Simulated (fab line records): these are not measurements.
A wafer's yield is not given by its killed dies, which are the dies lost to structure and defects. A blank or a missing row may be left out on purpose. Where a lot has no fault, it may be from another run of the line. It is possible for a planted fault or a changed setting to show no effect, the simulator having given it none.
Matching of chambers + flow nand_harc + 4 sister chambers for NHARC_P_ZERO_WELL_DESCUM_26 on rie_diel-08
The step chemistry O2, time 3 s. 4 wafers are shown with their chamber, then 8 later ones without.

== WAFERS WITH THEIR CHAMBER ==
| wafer  | chamber | showerhead_plenum_p_Torr (Torr) |
|--------|---------|---------------------------------|
| L081.3 | 0       | 1.81                            |
| L084.2 | 2       | 1.99                            |
| L084.6 | 1       | 1.87                            |
| L087.1 | 3       | 2.02                            |

== WAFERS WHOSE CHAMBER IS MISSING ==
| wafer  | showerhead_plenum_p_Torr (Torr) |
|--------|---------------------------------|
| L087.5 | 1.80                            |
| L087.6 | 1.87                            |
| L092.2 | 1.87                            |
| L092.3 | 2.01                            |
| L092.5 | 1.99                            |
| L093.2 | 1.99                            |
| L093.4 | 1.87                            |
| L093.5 | 1.99                            |

== WHICH CHAMBER EACH WENT THROUGH ==
| wafer  | from the rows above     | in truth |
|--------|-------------------------|----------|
| L087.5 | 0                       | 0        |
| L087.6 | 1                       | 1        |
| L092.2 | 1                       | 1        |
| L092.3 | can't be placed: 3 or 2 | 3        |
| L092.5 | 2                       | 2        |
| L093.2 | 2                       | 2        |
| L093.4 | 1                       | 1        |
| L093.5 | 2                       | 2        |
Correctly placed: 7 of 8. Not placeable from these rows: 1 (in 1, the candidates include the true chamber). Number placed wrongly: 0.
How it was worked out, from the rows above alone: a wafer's distance from a chamber is the root of the sum, over the readings, of the square of ((its reading less the chamber's mean) divided by the reading's scatter). If the next closest chamber is less than 2 further off than the closest, the wafer can't be placed; otherwise it belongs to the closest. The mean given for a chamber averages the wafers shown for that chamber. The scatter (one wafer shown for each chamber): square how far every hidden wafer sits from the nearest shown wafer, average those squares and take the square root.
